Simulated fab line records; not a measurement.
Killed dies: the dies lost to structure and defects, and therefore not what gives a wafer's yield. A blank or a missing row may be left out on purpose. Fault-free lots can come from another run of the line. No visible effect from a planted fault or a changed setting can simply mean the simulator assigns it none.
fab line records	flow n5_finfet
record: lots: 7	wafers: 21
route steps=1938 shown BEOL_M9@1408 BEOL_M10@1513 BEOL_M11@1562 BEOL_M13@1659
start_h: the number of hours between the record's first day and the start of the first shown wafer of the lot	wait_h: how many hours have passed since the lot's step before this one	" unchanged from the row above	L1.1+2: one row covering several wafers at once	- no value present, or no start provided	* or withheld: withheld	< > ~ a bound
route shown NAME@n: NAME is a module with steps in the file, n the number in the route of the first one	usual: the fault-free wafers' mean and standard deviation	same: alike in all rows	chamber/n: place in a boat	sites: readings site by site	_std_site: standard deviation across them	_edge_site: outer sites' mean less inner sites'	radius_mm: how far each site lies from the wafer's centre	mask NAME#n: copy n	behind: tool/chamber where the wafer was last shaped	hold: what put the lot on hold/how long, in hours/how the hold closed	device: names the non-switching transistor (n, p or np)	end of line: the tests these same wafers got at the end of their route	step lacking rows: just its recipe	killed: count of dies lost to structure and defects at first sort (not the wafer's yield)	map: a wafer's dies, x killed, . not, _ none there
set.NAME: the setting as run; set.NAME@STEP: as run at that earlier step	model.NAME: the simulator's own value behind a step, which no gauge read
lots where settings were altered on purpose, with a table for each step and a row for each wafer
== steps ==
step: N5_BEOL_M9_COAT_05
recipe: resist: CAR-ArF	spin_rpm: 1500	resist_thk_nm: 90
lot.wafer	tool	chamber	start_h	wait_h	set.spin_rpm	model.CAR-ArF_of_BEOL_M9_COAT_05.thk_nm
L076.2	litho_track-05	0	-	-	1500	90
L076.4	"	0	"	"	1500	90.6
L076.5	"	0	"	"	1554	89
L083.3	litho_track-01	0	-	-	1585	87.8
L083.4	"	0	"	"	1585	88
L083.5	"	0	"	"	1500	90.2
L086.1	litho_track-01	0	-	-	1500	90.6
L086.3	"	0	"	"	1500	90.4
L086.5	"	0	"	"	1413	93.2
L089.1	litho_track-01	0	-	-	1500	90.6
L089.3	"	0	"	"	1413	93.2
L089.4	"	0	"	"	1413	93.4
L088.2+3+6	litho_track-04	0	-	-	1500	90
L085.3+5	litho_track-04	0	-	-	1371	94.4
L085.4	"	0	"	"	1500	90.6
L095.2+3	litho_track-05	0	-	-	1500	89.8
L095.5	"	0	"	"	1500	90
step: N5_BEOL_M9_EBR_07
recipe: solvent: PGMEA	ebr_width_mm: 1.5
step: N5_BEOL_M9_SOFTBAKE_06
recipe: temp_c: 110	time_s: 60	resist: CAR-ArF
step: N5_BEOL_M9_EXPOSE_08
recipe: mask_id: M9	na: 1.35	source_shape: dipole	sigma_inner: 0.411	sigma_outer: 0.611	polarization: te	dose_mj: 53.75
step: N5_BEOL_M9_PEB_09
recipe: peb_temp_c: withheld	peb_time_s: 60	resist: CAR-ArF
step: N5_BEOL_M9_DEVELOP_10
recipe: develop_time_s: 30	developer: TMAH	resist: CAR-ArF	rinse_liquid: diw	dry: air_spin	dev_temp_c: 23
lot.wafer	tool	chamber	start_h	wait_h	set.spin_rpm@BEOL_M9_COAT_05	model.CAR-ArF_of_BEOL_M9_COAT_05.thk_nm
L076.2	litho_track-04	0	-	-	1500	88.4
L076.4	"	0	"	"	1500	88.8
L076.5	"	0	"	"	1554	87.2
L083.3	litho_track-05	0	-	-	1585	86
L083.4	"	0	"	"	1585	86.2
L083.5	"	0	"	"	1500	88.6
L086.1+3	litho_track-05	0	-	-	1500	88.8
L086.5	"	0	"	"	1413	91.6
L089.1	litho_track-01	0	-	-	1500	88.8
L089.3	"	0	"	"	1413	91.4
L089.4	"	0	"	"	1413	91.8
L088.2	litho_track-04	0	-	-	1500	88.4
L088.3+6	"	0	"	"	1500	88.2
L085.3+5	litho_track-01	0	-	-	1371	92.6
L085.4	"	0	"	"	1500	88.8
L095.2+3	litho_track-05	0	-	-	1500	88
L095.5	"	0	"	"	1500	88.2
step: N5_BEOL_M9_TRENCH_ETCH_37
recipe: chemistry: C4F6/O2	target_depth_a: 1514.3	target: SiCOH_lowk	time_s: 49	ion_energy_ev: 250	pressure_mtorr: 30	source_w: 345	bias_w: 185	Ar_flow_sccm: 300	C4F6_flow_sccm: 10	O2_flow_sccm: 10
lot.wafer	tool	chamber	start_h	wait_h	set.time_s	model.BEOL_M9.feature_depth_nm	model.etch.depth_nm	model.TiN_of_BEOL_M9_HM_DEP_02.thk_nm
L076.2	rie_diel-04	2	-	-	49	149.6	149.7	15.8
L076.4	"	3	"	"	59.82	185.2	185.2	15
L076.5	"	1	"	"	49	152.2	152.2	15.8
L083.3	rie_diel-04	0	-	-	58.97	179.6	179.7	15.2
L083.4	"	0	"	"	49	150.8	150.8	16
L083.5	"	3	"	"	49	151.2	151.3	15.8
L086.1	rie_diel-02	0	-	-	58.17	182.6	182.7	15
L086.3	"	3	"	"	58.17	180.2	180.3	15
L086.5	"	0	"	"	58.17	182	181.9	14.8
L089.1	rie_diel-04	2	-	-	49	153	153	15.6
L089.3	"	3	"	"	49	150.4	150.3	15.6
L089.4	"	1	"	"	49	151.2	151.1	15.8
L088.2	rie_diel-01	0	-	-	57.53	171.8	171.7	15.2
L088.3	"	2	"	"	57.53	176.2	176.2	15
L088.6	"	3	"	"	49	147.8	147.8	15.8
L085.3	rie_diel-01	0	-	-	38.07	112.6	112.7	17.2
L085.4	"	3	"	"	38.07	114.4	114.5	16.8
L085.5	"	0	"	"	49	145.8	145.8	16.2
L095.2	rie_diel-04	3	-	-	49	150.4	150.4	15.8
L095.3	"	0	"	"	49	148.6	148.7	15.8
L095.5	"	3	"	"	49	149.2	149.1	15.8
step: N5_BEOL_M9_ETCH_41
recipe: chemistry: CH3F/O2	target: SiCN	target_depth_a: 366	taper_deg: 2	time_s: 70.1	ion_energy_ev: 120	mask_material: TiN	pressure_mtorr: 30	source_w: 395	bias_w: 75	Ar_flow_sccm: 150	CH3F_flow_sccm: 30	O2_flow_sccm: 20
step: N5_BEOL_M9_STRIP_80
recipe: chemistry: N2/H2	time_s: 10	power_w: 450	temp_c: 40	pressure_mtorr: 20	rf_frequency_hz: 6e+07	bias_power_w: 7	n2_flow_sccm: 200	h2_flow_sccm: 200
step: N5_BEOL_M9_OCD_MEAS_38
usual: trench_depth_nm: 150.7/2.3
lot.wafer	tool	chamber	start_h	wait_h	set.time_s@BEOL_M9_TRENCH_ETCH_37	trench_depth_nm
L076.2	ocd-02	-	263.49	-	49	149.4
L076.4	"	-	"	"	59.82	185.8
L076.5	"	-	"	"	49	151.7
L083.3	ocd-02	-	303.68	-	58.97	179.1
L083.4	"	-	"	"	49	150.6
L083.5	"	-	"	"	49	151.8
L086.1	ocd-01	-	313.92	-	58.17	182.7
L086.3	"	-	"	"	58.17	180.3
L086.5	"	-	"	"	58.17	181.8
L089.1	ocd-02	-	328.44	-	49	153.2
L089.3	"	-	"	"	49	150.3
L089.4	"	-	"	"	49	151.2
L088.2	ocd-01	-	335.89	-	57.53	171.2
L088.3	"	-	"	"	57.53	176.2
L088.6	"	-	"	"	49	147.7
L085.3	ocd-02	-	336.96	-	38.07	112.6
L085.4	"	-	"	"	38.07	114.3
L085.5	"	-	"	"	49	145.8
L095.2	ocd-01	-	387.18	-	49	150.9
L095.3	"	-	"	"	49	148.7
L095.5	"	-	"	"	49	149.0
step: N5_BEOL_M9_HM_STRIP_39
recipe: chemistry: peroxide_tin_strip	material: TiN	target_depth_a: 250	temp_c: 50	time_s: 158
step: N5_BEOL_M9_SRD_40
recipe: time_s: 30	temp_c: 23	rinse_liquid: diw	dry: ipa_marangoni
step: N5_BEOL_M9_ECD_50
recipe: material: Cu	target_thk_a: 3180
step: N5_BEOL_M9_ANNEAL_51
recipe: temp_c: 225	time_s: 90	ambient: N2
step: N5_BEOL_M9_CMP_52
recipe: stop_on: SiCOH_lowk	t_overpolish_s: 7	down_force_psi: 1	platen_rpm: 50	clearing_platen_down_force_psi: 1.5	clearing_platen_rpm: 50	post_cmp_clean: cu_alkaline	target_thk_nm: 140	clearing_platen_pad_velocity_m_s: 0.99484	pad_velocity_m_s: 0.99484
lot.wafer	tool	chamber	start_h	wait_h	set.time_s@BEOL_M9_TRENCH_ETCH_37	model.Cu_of_BEOL_M9_ECD_50.thk_nm
L076.4	cmp-02	0	265.64	0.2	59.82	175.4
L076.2	"	1	"	"	49	138.4
L076.5	"	2	"	"	49	142.2
L083.4+5	cmp-04	0	307.85	0.2	49	139
L083.3	"	1	"	"	58.97	168.4
L086.3	cmp-03	3	316.32	0.3	58.17	169.2
L086.1	"	0	"	"	58.17	171.2
L086.5	"	1	"	"	58.17	171.8
L089.1	cmp-03	0	330.68	0.3	49	141
L089.3	"	1	"	"	49	137.6
L089.4	"	2	"	"	49	137.8
L088.3	cmp-04	3	339.70	0.2	57.53	164.4
L088.2	"	0	"	"	57.53	161.2
L088.6	"	3	"	"	49	136.8
L085.4	cmp-03	1	340.41	0.2	38.07	103.2
L085.3	"	2	"	"	38.07	101
L085.5	"	0	"	"	49	134
L095.2	cmp-02	1	389.49	0.2	49	139.8
L095.3	"	2	"	"	49	138.6
L095.5	"	1	"	"	49	138.2
step: N5_BEOL_M9_THK_MEAS_53
recipe: thk_meas_gauge: xrf	reads: Cu_of_BEOL_M9_ECD_50
usual: M9_THK: 136.2/2.5
lot.wafer	tool	chamber	start_h	wait_h	set.time_s@BEOL_M9_TRENCH_ETCH_37	M9_THK[nm]
L076.2	film_metro-02	-	265.86	-	49	135.0
L076.4	"	-	"	"	59.82	170.2
L076.5	"	-	"	"	49	138.1
L083.3	film_metro-02	-	308.11	-	58.97	166.0
L083.4	"	-	"	"	49	136.8
L083.5	"	-	"	"	49	136.5
L086.1	film_metro-02	-	316.54	-	58.17	166.1
L086.3	"	-	"	"	58.17	164.0
L086.5	"	-	"	"	58.17	167.0
L089.1	film_metro-02	-	330.97	-	49	137.9
L089.3	"	-	"	"	49	134.3
L089.4	"	-	"	"	49	134.5
L088.2	film_metro-01	-	339.96	-	57.53	156.7
L088.3	"	-	"	"	57.53	159.8
L088.6	"	-	"	"	49	133.3
L085.3	film_metro-02	-	340.63	-	38.07	99.3
L085.4	"	-	"	"	38.07	100.9
L085.5	"	-	"	"	49	130.2
L095.2	film_metro-01	-	389.75	-	49	136.8
L095.3	"	-	"	"	49	136.1
L095.5	"	-	"	"	49	135.0
step: N5_BEOL_M9_PRE_CLEAN_55
recipe: gas: NH3	time_s: 15	temp_c: withheld	rf_power_w: 300
step: N5_BEOL_M9_DEP_56
recipe: material: SiCN	target_thk_a: 150	temp_c: withheld	precursor: 3MS/NH3	pressure_torr: 3	rf_w: 202	time_s: 26.5
step: N5_BEOL_M9_RS_MEAS_57
recipe: thk_meas_gauge: four-point-probe	reads: Cu_of_BEOL_M9_ECD_50+Co_of_BEOL_M9_CVD_78+TaN_of_BEOL_M9_ALD_74
usual: M9_RS: 0.152/0.003
lot.wafer	tool	chamber	start_h	wait_h	set.time_s@BEOL_M9_TRENCH_ETCH_37	M9_RS[ohm/sq]
L076.2	film_metro-01	-	265.99	0.1	49	0.153
L076.4	"	-	"	"	59.82	0.118
L076.5	"	-	"	"	49	0.148
L083.3	film_metro-02	-	308.25	0.1	58.97	0.123
L083.4	"	-	"	"	49	0.152
L083.5	"	-	"	"	49	0.152
L086.1	film_metro-01	-	316.68	0.1	58.17	0.121
L086.3	"	-	"	"	58.17	0.122
L086.5	"	-	"	"	58.17	0.121
L089.1	film_metro-02	-	331.11	0.1	49	0.149
L089.3	"	-	"	"	49	0.153
L089.4	"	-	"	"	49	0.153
L088.2	film_metro-01	-	340.10	0.1	57.53	0.129
L088.3	"	-	"	"	57.53	0.126
L088.6	"	-	"	"	49	0.155
L085.3	film_metro-01	-	340.77	0.1	38.07	0.217
L085.4	"	-	"	"	38.07	0.213
L085.5	"	-	"	"	49	0.158
L095.2	film_metro-01	-	389.89	0.1	49	0.151
L095.3	"	-	"	"	49	0.152
L095.5	"	-	"	"	49	0.153
step: N5_BEOL_M10_ETCH_41
recipe: chemistry: CH3F/O2	target: SiCN	target_depth_a: 426	taper_deg: 2	time_s: 86	ion_energy_ev: 120	mask_material: TiN	pressure_mtorr: 30	source_w: 395	bias_w: 75	Ar_flow_sccm: 150	CH3F_flow_sccm: 30	O2_flow_sccm: 20
usual: rf_vpp_V: 296.8/1.6
lot.wafer	tool	chamber	start_h	wait_h	set.source_w	rf_vpp_V	model.etch.depth_nm
L076.2	rie_diel-06	0	-	-	395	293.9	33.13
L076.4	"	2	"	"	328	316.8	30.48
L076.5	"	1	"	"	395	295.9	32.54
L083.3	rie_diel-06	0	-	-	395	295.6	33.23
L083.4	"	2	"	"	442.3	286.5	33.72
L083.5	"	3	"	"	442.3	284.8	35.06
L086.1	rie_diel-03	1	-	-	395	297.5	32.96
L086.3	"	2	"	"	350.6	311.1	31.43
L086.5	"	3	"	"	350.6	309.2	31.35
L089.1	rie_diel-06	1	-	-	395	295.9	32.97
L089.3	"	2	"	"	444.7	284.8	34.28
L089.4	"	3	"	"	444.7	283.2	35.29
L088.2	rie_diel-06	2	-	-	395	295.7	32.2
L088.3	"	0	"	"	372.3	301.6	32.21
L088.6	"	0	"	"	395	296.5	32.9
L085.3	rie_diel-05	1	-	-	395	301.0	32.34
L085.4	"	1	"	"	395	298.7	32.44
L085.5	"	0	"	"	395	296.7	33.12
L095.2	rie_diel-05	0	-	-	395	296.0	33.1
L095.3	"	1	"	"	395	299.4	32.47
L095.5	"	0	"	"	395	296.7	33.1
step: N5_BEOL_M11_COAT_22
recipe: resist: CAR-ArF	spin_rpm: 1500	resist_thk_nm: 90
lot.wafer	tool	chamber	start_h	wait_h	set.spin_rpm	model.CAR-ArF_of_BEOL_M11_COAT_22.thk_nm
L076.2	litho_track-02	0	-	-	1500	90.4
L076.4	"	0	"	"	1500	90.2
L076.5	"	0	"	"	1623	87.2
L083.3+5	litho_track-01	0	-	-	1500	90.6
L083.4	"	0	"	"	1389	94
L086.1	litho_track-04	0	-	-	1500	90
L086.3	"	0	"	"	1643	86.4
L086.5	"	0	"	"	1500	89.8
L089.1+4	litho_track-01	0	-	-	1500	90.4
L089.3	"	0	"	"	1574	88.2
L088.2	litho_track-02	0	-	-	1500	90
L088.3	"	0	"	"	1605	86.8
L088.6	"	0	"	"	1605	87
L085.3	litho_track-02	0	-	-	1635	86.2
L085.4	"	0	"	"	1500	90
L085.5	"	0	"	"	1500	90.4
L095.2	litho_track-01	0	-	-	1500	90.6
L095.3	"	0	"	"	1500	90.4
L095.5	"	0	"	"	1500	90.2
step: N5_BEOL_M11_EBR_24
recipe: solvent: PGMEA	ebr_width_mm: 1.5
step: N5_BEOL_M11_SOFTBAKE_23
recipe: temp_c: 110	time_s: 60	resist: CAR-ArF
step: N5_BEOL_M11_EXPOSE_25
recipe: mask_id: V10	na: 1.35	source_shape: annular	sigma_inner: 0.5	sigma_outer: 0.8	polarization: unpolarized	dose_mj: 85.5
step: N5_BEOL_M11_PEB_26
recipe: peb_temp_c: withheld	peb_time_s: 60	resist: CAR-ArF
step: N5_BEOL_M11_DEVELOP_27
recipe: develop_time_s: 30	developer: TMAH	resist: CAR-ArF	rinse_liquid: diw	dry: air_spin	dev_temp_c: 23
lot.wafer	tool	chamber	start_h	wait_h	set.spin_rpm@BEOL_M11_COAT_22	model.CAR-ArF_of_BEOL_M11_COAT_22.thk_nm
L076.2	litho_track-01	0	-	-	1500	88.8
L076.4	"	0	"	"	1500	88.6
L076.5	"	0	"	"	1623	85.4
L083.3+5	litho_track-01	0	-	-	1500	88.8
L083.4	"	0	"	"	1389	92.2
L086.1+5	litho_track-02	0	-	-	1500	88.2
L086.3	"	0	"	"	1643	84.6
L089.1+4	litho_track-01	0	-	-	1500	88.6
L089.3	"	0	"	"	1574	86.4
L088.2	litho_track-04	0	-	-	1500	88.2
L088.3+6	"	0	"	"	1605	85.2
L085.3	litho_track-04	0	-	-	1635	84.4
L085.4	"	0	"	"	1500	88.2
L085.5	"	0	"	"	1500	88.6
L095.2	litho_track-01	0	-	-	1500	88.8
L095.3+5	"	0	"	"	1500	88.6
step: N5_BEOL_M11_ETCH_66
recipe: chemistry: N2/H2	target: SOC	target_depth_a: 1200	overetch_a: 240	mask_material: SiARC	temp_c: 40	time_s: 180	ion_energy_ev: 200	pressure_mtorr: 30	source_w: 840	bias_w: 150	n2_flow_sccm: 200	h2_flow_sccm: 200
lot.wafer	tool	chamber	start_h	wait_h	set.time_s	model.SiARC_of_BEOL_M11_COAT_64.thk_nm
L076.2	rie_diel-01	2	280.43	0.0	180	22.8
L076.4	"	1	"	"	166.7	23.2
L076.5	"	1	"	"	166.7	23.4
L083.3+5	rie_diel-02	0,2	317.71	0.0	202.5	21.8
L083.4	"	1	"	"	180	23
L086.1+5	rie_diel-01	0	333.61	0.0	180	23
L086.3	"	3	"	"	180	22.8
L089.1	rie_diel-04	1	344.19	0.0	180	22.4
L089.3	"	3	"	"	161.2	23.4
L089.4	"	0	"	"	180	22.6
L088.2+6	rie_diel-02	3,2	355.93	0.0	180	22.6
L088.3	"	2	"	"	198.9	21.8
L085.3+5	rie_diel-04	0	356.12	0.0	180	22.8
L085.4	"	2	"	"	180	22.6
L095.2+5	rie_diel-01	2	400.25	0.0	180	22.8
L095.3	"	1	"	"	180	22.6
step: N5_BEOL_M13_ILD_DEP_00
recipe: material: SiOC	target_thk_a: 8379.2	temp_c: 350	precursor: DEMS/O2	pressure_torr: 5	rf_w: 500	time_s: 166.4
lot.wafer	tool	chamber	start_h	wait_h	set.time_s	model.SiOC_of_BEOL_M13_ILD_DEP_00.thk_nm
L076.2	pecvd-03	2	290.68	0.0	166.4	825.2
L076.4	"	2	"	"	147.6	742.4
L076.5	"	1	"	"	166.4	851.2
L083.3	pecvd-03	0	326.41	0.0	185.9	944.8
L083.4	"	2	"	"	185.9	937.2
L083.5	"	0	"	"	166.4	856.4
L086.1	pecvd-01	2	345.47	0.0	150.4	778.4
L086.3	"	1	"	"	150.4	777.8
L086.5	"	1	"	"	166.4	865.6
L089.1	pecvd-01	1	353.59	0.0	166.4	843.6
L089.3	"	2	"	"	166.4	847.6
L089.4	"	1	"	"	158.7	822.6
L088.2	pecvd-01	0	363.00	0.0	166.4	840.4
L088.3	"	2	"	"	166.4	841
L088.6	"	2	"	"	190.1	971.2
L085.3	pecvd-03	0	366.05	0.0	166.4	830.2
L085.4	"	0	"	"	166.4	843.2
L085.5	"	2	"	"	166.4	837.2
L095.2+3	pecvd-04	0,1	413.35	0.0	166.4	823.8
L095.5	"	2	"	"	166.4	852.6
step: N5_BEOL_M13_THK_MEAS_01
recipe: reads: SiOC_of_BEOL_M13_ILD_DEP_00
usual: M13_ILD_THK: 842/13
lot.wafer	tool	chamber	start_h	wait_h	set.time_s@BEOL_M13_ILD_DEP_00	M13_ILD_THK[nm]
L076.2	film_metro-02	-	290.89	0.2	166.4	825
L076.4	"	-	"	"	147.6	742
L076.5	"	-	"	"	166.4	852
L083.3	film_metro-01	-	326.56	0.1	185.9	945
L083.4	"	-	"	"	185.9	937
L083.5	"	-	"	"	166.4	857
L086.1	film_metro-02	-	345.62	0.1	150.4	778
L086.3	"	-	"	"	150.4	778
L086.5	"	-	"	"	166.4	865
L089.1	film_metro-02	-	353.74	0.1	166.4	843
L089.3	"	-	"	"	166.4	847
L089.4	"	-	"	"	158.7	823
L088.2	film_metro-02	-	363.15	0.1	166.4	841
L088.3	"	-	"	"	166.4	841
L088.6	"	-	"	"	190.1	972
L085.3	film_metro-01	-	366.20	0.1	166.4	830
L085.4	"	-	"	"	166.4	843
L085.5	"	-	"	"	166.4	838
L095.2	film_metro-01	-	413.50	0.1	166.4	823
L095.3	"	-	"	"	166.4	823
L095.5	"	-	"	"	166.4	853
== key ==
split: step: N5_BEOL_M9_COAT_05	setting: spin_rpm	stated: 1500	by: wafer
response: step: N5_BEOL_M9_COAT_05	reading: model.CAR-ArF_of_BEOL_M9_COAT_05.thk_nm	change: -0.439	per: 1%	r: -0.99
response: step: N5_BEOL_M9_DEVELOP_10	reading: model.CAR-ArF_of_BEOL_M9_COAT_05.thk_nm	change: -0.453	per: 1%	r: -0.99
split: step: N5_BEOL_M9_TRENCH_ETCH_37	setting: time_s	stated: 49	by: wafer
response: step: N5_BEOL_M9_TRENCH_ETCH_37	reading: model.BEOL_M9.feature_depth_nm	change: +1.48	per: 1%	r: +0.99
response: step: N5_BEOL_M9_TRENCH_ETCH_37	reading: model.etch.depth_nm	change: +1.48	per: 1%	r: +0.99
response: step: N5_BEOL_M9_TRENCH_ETCH_37	reading: model.TiN_of_BEOL_M9_HM_DEP_02.thk_nm	change: -0.0364	per: 1%	r: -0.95
response: step: N5_BEOL_M9_OCD_MEAS_38	reading: trench_depth_nm	change: +1.48	per: 1%	r: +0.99
response: step: N5_BEOL_M9_CMP_52	reading: model.Cu_of_BEOL_M9_ECD_50.thk_nm	change: +1.49	per: 1%	r: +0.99
response: step: N5_BEOL_M9_THK_MEAS_53	reading: M9_THK	change: +1.44	per: 1%	r: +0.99
response: step: N5_BEOL_M9_RS_MEAS_57	reading: M9_RS	change: -0.00178	per: 1%	r: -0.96
split: step: N5_BEOL_M10_ETCH_41	setting: source_w	stated: 395	by: wafer
response: step: N5_BEOL_M10_ETCH_41	reading: rf_vpp_V	change: -1.09	per: 1%	r: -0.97
response: step: N5_BEOL_M10_ETCH_41	reading: model.etch.depth_nm	change: +0.128	per: 1%	r: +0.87
split: step: N5_BEOL_M11_COAT_22	setting: spin_rpm	stated: 1500	by: wafer
response: step: N5_BEOL_M11_COAT_22	reading: model.CAR-ArF_of_BEOL_M11_COAT_22.thk_nm	change: -0.415	per: 1%	r: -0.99
response: step: N5_BEOL_M11_DEVELOP_27	reading: model.CAR-ArF_of_BEOL_M11_COAT_22.thk_nm	change: -0.42	per: 1%	r: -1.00
split: step: N5_BEOL_M11_ETCH_66	setting: time_s	stated: 180	by: wafer
response: step: N5_BEOL_M11_ETCH_66	reading: model.SiARC_of_BEOL_M11_COAT_64.thk_nm	change: -0.0848	per: 1%	r: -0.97
split: step: N5_BEOL_M13_ILD_DEP_00	setting: time_s	stated: 166.4	by: wafer
response: step: N5_BEOL_M13_ILD_DEP_00	reading: model.SiOC_of_BEOL_M13_ILD_DEP_00.thk_nm	change: +8.39	per: 1%	r: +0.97
response: step: N5_BEOL_M13_THK_MEAS_01	reading: M13_ILD_THK	change: +8.36	per: 1%	r: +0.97
